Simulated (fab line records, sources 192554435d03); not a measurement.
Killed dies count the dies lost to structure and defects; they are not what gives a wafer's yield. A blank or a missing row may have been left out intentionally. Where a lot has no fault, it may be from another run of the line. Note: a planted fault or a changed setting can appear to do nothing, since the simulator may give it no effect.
Split-lot study + flow n5-finfet + 7 lots, 21 wafers read, on a route of 1938 steps

== THE SPLIT ==
At N5_SDB_COAT_03 (time 60 s, resist thk 100 nm), the setting spin-rpm was moved away from the recipe's 1500 rpm on 8 of the 21 wafers read, by -10.8% to +10.3%. This setting was run at the recipe's value on the other wafers.

== FROM THE SPLIT TO THE READING: what the file shows between them, 4 steps ==
- N5_SDB_COAT_04: time 60 s, resist thk 18 nm
- N5_SDB_COAT_05: resist thk 90 nm
- N5_SDB_DESCUM_16: chemistry O2, time 7.9 s
- N5_SDB_ETCH_17: etches SiARC in CF4, target depth 23.4 nm, time 39 s

== THE READING ==
etch.depth-nm (the simulator's own value, which no gauge read), in nm, at N5_SDB_ETCH_18 (etches SOC in N2/H2, target depth 100 nm, overetch 20 nm, time 150 s). The file does not state a usual value for it. Here, 13 wafers ran the recipe; their average is 100.08 nm with a standard deviation of 0.35 nm.

| wafer  | tool, chamber at the split | spin-rpm as run, rpm | against the recipe | etch.depth-nm, nm | against lot-mates on the recipe |
|--------|----------------------------|----------------------|--------------------|-------------------|---------------------------------|
| L075.3 | litho-track-05, 0          | 1500                 | recipe             | 99.76             | -                               |
| L075.5 | litho-track-05, 0          | 1500                 | recipe             | 99.96             | -                               |
| L075.6 | litho-track-05, 0          | 1500                 | recipe             | 99.77             | -                               |
| L080.1 | litho-track-01, 0          | 1500                 | recipe             | 99.84             | -                               |
| L080.2 | litho-track-01, 0          | 1500                 | recipe             | 99.69             | -                               |
| L080.4 | litho-track-01, 0          | 1619                 | +7.9%              | 95.79             | -3.97                           |
| L081.1 | litho-track-05, 0          | 1500                 | recipe             | 100               | -                               |
| L081.4 | litho-track-05, 0          | 1377                 | -8.2%              | 104.5             | +4.40                           |
| L081.6 | litho-track-05, 0          | 1500                 | recipe             | 100.2             | -                               |
| L087.1 | litho-track-05, 0          | 1655                 | +10.3%             | 95.49             | -4.71                           |
| L087.3 | litho-track-05, 0          | 1655                 | +10.3%             | 95.14             | -5.06                           |
| L087.4 | litho-track-05, 0          | 1500                 | recipe             | 100.2             | -                               |
| L089.2 | litho-track-01, 0          | 1350                 | -10.0%             | 105.7             | +5.60                           |
| L089.4 | litho-track-01, 0          | 1350                 | -10.0%             | 105.7             | +5.60                           |
| L089.5 | litho-track-01, 0          | 1500                 | recipe             | 100.1             | -                               |
| L090.1 | litho-track-05, 0          | 1338                 | -10.8%             | 105.5             | +5.84                           |
| L090.2 | litho-track-05, 0          | 1500                 | recipe             | 99.66             | -                               |
| L090.5 | litho-track-05, 0          | 1338                 | -10.8%             | 105.7             | +6.04                           |
| L094.1 | litho-track-05, 0          | 1500                 | recipe             | 100.5             | -                               |
| L094.5 | litho-track-05, 0          | 1500                 | recipe             | 100.7             | -                               |
| L094.6 | litho-track-05, 0          | 1500                 | recipe             | 100.7             | -                               |

THE FIT
A straight line over all 21 wafers: etch.depth-nm changes by -0.513 nm for each +1% of spin-rpm; r = -0.99; the points scatter about the line by 0.37 nm.
The same after taking each lot's own level away (the mean of its wafers on the recipe; 21 wafers): -0.523 nm for each +1%; r = -1.00; scatter 0.21 nm.
Per that fit: largest spin-rpm move, reading shift of 5.6 nm.
Across the lots, their own levels run from 99.660 to 100.633 nm, a range of 2.8 times the standard deviation given above.
Consequently the slope shifts little with the lot-to-lot level, the two slopes agreeing.
Check: with one of the wafers moved furthest among these (-10.8%) left out of the fit, the line predicts +5.76 nm for it against its lot-mates. Against them it came out at +5.84 nm.

== THE WHOLE CHAIN: every reading that the file lists as answering this split, in the file's order ==
| step            | what it does                                                         | reading                                                                    | change (the file's fit)               | r (the file's) |
|-----------------|----------------------------------------------------------------------|----------------------------------------------------------------------------|---------------------------------------|----------------|
| N5_SDB_COAT_03  | time 60 s, resist thk 100 nm                                         | SOC_of_SDB_COAT_03.thk-nm (the simulator's own value, which no gauge read) | -0.524 nm for each +1% of the setting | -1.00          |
| N5_SDB_ETCH_18  | etches SOC in N2/H2, target depth 100 nm, overetch 20 nm, time 150 s | etch.depth-nm (the simulator's own value, which no gauge read)             | -0.524 nm for each +1% of the setting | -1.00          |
| N5_SDB_STRIP_22 | strips in N2/H2                                                      | strip-time-to-endpoint-s                                                   | withheld for each +1% of the setting  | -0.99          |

== THE FILE'S OWN FIT ==
etch.depth-nm changes by -0.524 nm for each +1% of spin-rpm, r = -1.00.
